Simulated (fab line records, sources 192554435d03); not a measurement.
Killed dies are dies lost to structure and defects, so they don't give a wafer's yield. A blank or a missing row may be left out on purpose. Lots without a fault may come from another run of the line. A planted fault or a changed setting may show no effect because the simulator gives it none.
A struck lot beside a sound one | flow n5_finfet | 31 steps out of a route of 1938
Sound: wafers L133.2, L133.3, L133.5. Struck: wafer L139.3. (L139.6 of the same lot was not struck and is left out.) The cause comes at the end.
At each step with rows: each side's tool, then ch and its chambers, then its first start. Under that, the readings that differ: sound wafers | struck wafers | difference of the means | sigmas: that difference in standard deviations of wafers without a fault.
alike: readings whose means differ by less than 2 such deviations, and words and numbers that are the same on both sides. not compared: withheld readings, readings that some wafer has no value for, bounds like >300 that may hide the same value, and numbers for which the record gives no deviation and whose values overlap.
The two part at a step that has a row with sigmas, a row that says differs or no value, or rows on one side only. Numbers that don't overlap but have no deviation are shown without sigmas and don't part them. A reading that every wafer of one side lacks parts them only if that side has two wafers or more.

first, 1 step without rows for these wafers: N5_PASSIVATION_HARDBAKE_31 (time 120 s).
N5_PASSIVATION_CD_MEAS_30: target cd 4000 nm.
  sound on cd_sem-03 ch 0, day 13 16:08; struck on cd_sem-02 ch 0, day 15 00:38
  alike: cd_nm
N5_PASSIVATION_OVL_MEAS_63:
  sound on overlay-02 ch 0, day 13 16:10; struck on overlay-02 ch 0, day 15 00:40
  alike: PAD_OVL
N5_PASSIVATION_INSPECT_64: inspects for defects (macro).
  sound on defect_inspect-02, day 13 16:12; struck on defect_inspect-02, day 15 00:41
  reading          | sound | struck | difference | sigmas
  raw_defect_count | 3 3 3 | 0      | -3         | -2
N5_PASSIVATION_DESCUM_32: chemistry O2, time 7.9 s.
  sound on rie_diel-05 ch 0,1,3, day 13 16:14; struck on rie_diel-04 ch 2, day 15 00:58
  alike: drypump_motor_current_A, oes_product_au, rf_vpp_V, showerhead_plenum_p_Torr, throttle_valve_pct
  not compared: rf_hours_counter_h
then, 1 step without rows for these wafers: N5_PASSIVATION_AL_ETCH_33 (etches Al in Cl2/BCl3, stops on TaN, target depth 2800 nm, time 466.7 s).
N5_PASSIVATION_ETCH_59: etches TaN in Cl2/BCl3, target depth 65 nm, time 34.9 s.
  sound on rie_metal-02 ch 0,1, day 13 16:43; struck on rie_metal-03 ch 1, day 15 01:29
  alike: drypump_motor_current_A, oes_product_au, throttle_valve_pct
  not compared: rf_hours_counter_h
then, 5 steps without rows for these wafers: N5_PASSIVATION_STRIP_34 (strips in O2); N5_PASSIVATION_STRIP_51 (strips in post etch residue remover, time 1200 s); N5_PASSIVATION_CLEAN_69 (cleans in IPA, time 180 s); N5_PASSIVATION_SRD_70 (time 30 s); N5_PASSIVATION_PECVD_53 (deposits SiO2 from TEOS/O2, target thk 800 nm, time 169.4 s).
N5_PASSIVATION_PECVD_35: deposits SiNx from SiH4/NH3/N2, target thk 700 nm, time 151.3 s.
  sound on pecvd-01 ch 0,1, day 13 17:27; struck on pecvd-01 ch 0, day 15 02:11
  reading                                        | sound             | struck | difference | sigmas
  run_length_s (s)                               | 195.2 194.4 194.8 | 153.9  | -40.9      | -83
  model.SiNx_of_PASSIVATION_PECVD_35.thk_nm (nm) | 670.2 669.4 687.4 | 502.8  | -172.9     |
  alike: heater_power_w, showerhead_plenum_p_Torr, throttle_valve_pct
  not compared: susceptor_temp_C
then, 8 steps without rows for these wafers: N5_PASSIVATION_HMDS_37 (time 60 s); N5_PASSIVATION_COAT_38; N5_PASSIVATION_EBR_40; N5_PASSIVATION_SOFTBAKE_39 (time 120 s); N5_PASSIVATION_EXPOSE_41 (exposes mask PASS OPEN, defocus 0 nm, target cd 40000 nm); N5_PASSIVATION_PEB_42; N5_PASSIVATION_DEVELOP_43 (develop time 60 s); N5_PASSIVATION_HARDBAKE_45 (time 120 s).
N5_PASSIVATION_CD_MEAS_44: target cd 40000 nm.
  sound on cd_sem-01 ch 0, day 13 17:53; struck on cd_sem-01 ch 0, day 15 02:37
  alike: cd_nm
N5_PASSIVATION_OVL_MEAS_66:
  sound on overlay-02 ch 0, day 13 17:55; struck on overlay-01 ch 0, day 15 02:39
  alike: PASS_OPEN_OVL
N5_PASSIVATION_INSPECT_67: inspects for defects (macro).
  sound on defect_inspect-01, day 13 17:56; struck on defect_inspect-01, day 15 02:40
  alike: raw_defect_count
N5_PASSIVATION_DESCUM_46: chemistry O2, time 7.9 s.
  sound on rie_diel-03 ch 0,2,3, day 13 17:59; struck on rie_diel-04 ch 0, day 15 02:42
  alike: drypump_motor_current_A, oes_product_au, rf_vpp_V, showerhead_plenum_p_Torr, throttle_valve_pct
  not compared: rf_hours_counter_h
N5_PASSIVATION_PASS_ETCH_47: etches SiNx in CF4/O2, target depth 770 nm, time 385 s.
  sound on rie_diel-03 ch 0,2,3, day 13 18:01; struck on rie_diel-04 ch 0, day 15 02:44
  reading                | sound             | struck | difference | sigmas
  throttle_valve_pct (%) | 15.89 15.82 15.69 | 16.35  | +0.55      | +3
  alike: drypump_motor_current_A, oes_product_au, rf_vpp_V, showerhead_plenum_p_Torr
  not compared: rf_hours_counter_h
N5_PASSIVATION_ETCH_54: etches SiO2 in CHF3/O2, target depth 880 nm, time 440 s.
  sound on rie_diel-03 ch 0,2,3, day 13 18:15; struck on rie_diel-04 ch 0, day 15 02:58
  reading                | sound             | struck | difference | sigmas
  throttle_valve_pct (%) | 18.99 18.77 18.62 | 19.31  | +0.52      | +2
  alike: drypump_motor_current_A, oes_product_au, rf_vpp_V, showerhead_plenum_p_Torr
  not compared: rf_hours_counter_h
then, 1 step without rows for these wafers: N5_PASSIVATION_STRIP_48 (strips in O2).
N5_PASSIVATION_STRIP_52: strips in post etch residue remover, time 1200 s.
  sound on wet_bench-04 ch 0,5,6, day 13 18:36; struck on wet_bench-02 ch 6, day 15 03:19
  reading                                        | sound             | struck | difference | sigmas
  model.SiNx_of_PASSIVATION_PECVD_35.thk_nm (nm) | 669.8 669.2 687.2 | 502.6  | -172.8     |
  alike: bath_guard_temp_C, bath_heat_duty_pct
then, 1 step without rows for these wafers: N5_PASSIVATION_CLEAN_71 (cleans in IPA, time 180 s).
N5_PASSIVATION_PROBE_49:
  sound on prober-02, day 13 21:17; struck on prober-01, day 15 05:50
  reading                 | sound       | struck | difference | sigmas
  killed_at_front_end     | 28 33 22    | 50     | +22        | +2
  killed_on_rim           | 14 10 9     | 19     | +8         | +2
  killed_open             | 54 46 71    | 87     | +30        | +2
  sort_bin_5_function (%) | 4.3 3.7 5.3 | 6.7    | +2.3       | +3
  alike: defect_limited_yield, killed_at_M0_to_M3, killed_at_M4_up, killed_at_contacts, killed_at_other, killed_dies, killed_short, sort_bin_6_memory, sort_n_pass, sort_yield_pct

WHERE THEY PART
First at N5_PASSIVATION_INSPECT_64; last, within this record, at N5_PASSIVATION_PROBE_49.

WHY: what the simulator had put in
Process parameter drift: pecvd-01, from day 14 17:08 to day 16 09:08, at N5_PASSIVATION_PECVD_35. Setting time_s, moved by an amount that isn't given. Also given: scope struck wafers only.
